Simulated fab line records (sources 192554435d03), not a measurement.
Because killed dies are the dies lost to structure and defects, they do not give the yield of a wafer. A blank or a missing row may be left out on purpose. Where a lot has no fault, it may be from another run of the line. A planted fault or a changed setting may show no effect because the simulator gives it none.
Code-filled problem report in 8D (eight disciplines) form + flow n5-finfet + the parts of the form that need people (team, actions taken, sign-off) are left out

## 1. THE ISSUE
killed_at_M4_up at N5_PASSIVATION_PROBE_49 reads a mean of 130 on 1 wafer of 1 lot; wafers without a fault read 13 with a standard deviation of 4.8. That is +24 standard deviations from the usual mean.
Earliest sighting: wafer L833.4 on prober-02 at day 13 19:32. The record holds 6 wafers of 2 lots with a number at this step. Rule for "out" (also "out of limits"): further than 4 standard deviations from the usual mean. All remaining wafers that have a number are taken as sound.

## 2. WHAT IT IS AND WHAT IT IS NOT
| question                    | is                                                                                                   | is not                                                                                                        |
|-----------------------------|------------------------------------------------------------------------------------------------------|---------------------------------------------------------------------------------------------------------------|
| which readings at this step | killed_at_M4_up, defect-limited-yield, killed-dies, sort_bin_5_function, sort-n-pass, sort-yield-pct | killed_at_M0_to_M3, killed-at-contacts, killed-at-front-end, killed-at-other, killed-short, sort_bin_6_memory |
| which lots                  | L833                                                                                                 | L838                                                                                                          |
| which wafers of those lots  | L833.4                                                                                               | L833.1, L833.6                                                                                                |
| read on which tools         | prober-02                                                                                            | prober-01                                                                                                     |
| when                        | from day 13 19:32                                                                                    | up to then (1 sound wafer); but 4 sound wafers of L833, L838 came after                                       |

## 3. SUSPECTS, AND WHAT RULES EACH OUT
Counting: if a tool at a process step up to the reading ran every lot that is out, it stays a suspect. Sound lots after the first of them don't rule it out here, since some wafers of a struck lot are sound.
- pvd-sputter-01 at N5_BEOL_M7_PRE_CLEAN_45 (time 30 s): kept. It ran the lot that is out, L833 (day 11 03:53).
- prober-02 at N5_PASSIVATION_PROBE_49: kept. It ran the lot that is out, L833 (day 13 19:23). Its own readings are out on those wafers: defect-limited-yield, killed_at_M4_up, killed-dies, sort_bin_5_function, sort-n-pass, sort-yield-pct.
Remaining after the count are pvd-sputter-01 at N5_BEOL_M7_PRE_CLEAN_45 and prober-02 at N5_PASSIVATION_PROBE_49.

## 4. THE CAUSE (what the simulator had put in)
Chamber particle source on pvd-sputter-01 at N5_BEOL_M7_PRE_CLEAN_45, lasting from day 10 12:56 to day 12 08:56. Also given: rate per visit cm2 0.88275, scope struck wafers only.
2 suspects survive the count, and this tool is in that group.

## 5. THE CHAIN OF EFFECTS, in route order
Each row: a reading where the mean over the struck wafers with a number is more than 3 standard deviations away from the usual. Scope: only readings with a usual standard deviation given in the record; hours: median across lots of the time from each lot's start at the first step in this table that gives one to its start at this step; sigmas: change in usual standard deviations.
| hours | step                    | reading              | usual  | on struck wafers | change | sigmas |
|-------|-------------------------|----------------------|--------|------------------|--------|--------|
| 0     | N5_PASSIVATION_PROBE_49 | defect-limited-yield | 91.3 % | 84.0             | -7.3   | -5.2   |
| 0     | N5_PASSIVATION_PROBE_49 | killed_at_M4_up      | 13     | 130              | +117   | +24    |
| 0     | N5_PASSIVATION_PROBE_49 | killed-dies          | 103    | 189              | +86    | +5.4   |
| 0     | N5_PASSIVATION_PROBE_49 | sort_bin_5_function  | 5.1 %  | 11.0             | +5.9   | +6.2   |
| 0     | N5_PASSIVATION_PROBE_49 | sort-n-pass          | 1077   | 991              | -86    | -5.4   |
| 0     | N5_PASSIVATION_PROBE_49 | sort-yield-pct       | 91.3 % | 84.0             | -7.3   | -5.2   |
Its process steps:
- N5_PASSIVATION_PROBE_49

## 6. HOW IT WOULD HAVE BEEN CAUGHT EARLIER
79 hours passed between the start of the fault at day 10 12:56 and the first reading out of limits in this record, taken at day 13 19:32.
No tool reading at N5_BEOL_M7_PRE_CLEAN_45 that has a usual standard deviation in the record was out on any struck wafer, so an alarm limit of 4 standard deviations on those readings would not have fired.
The start of N5_BEOL_M7_PRE_CLEAN_45 on pvd-sputter-01 came by day 13 19:32 for every one of the lots that are out (1). Holding the tool at that point would not have protected any of them.
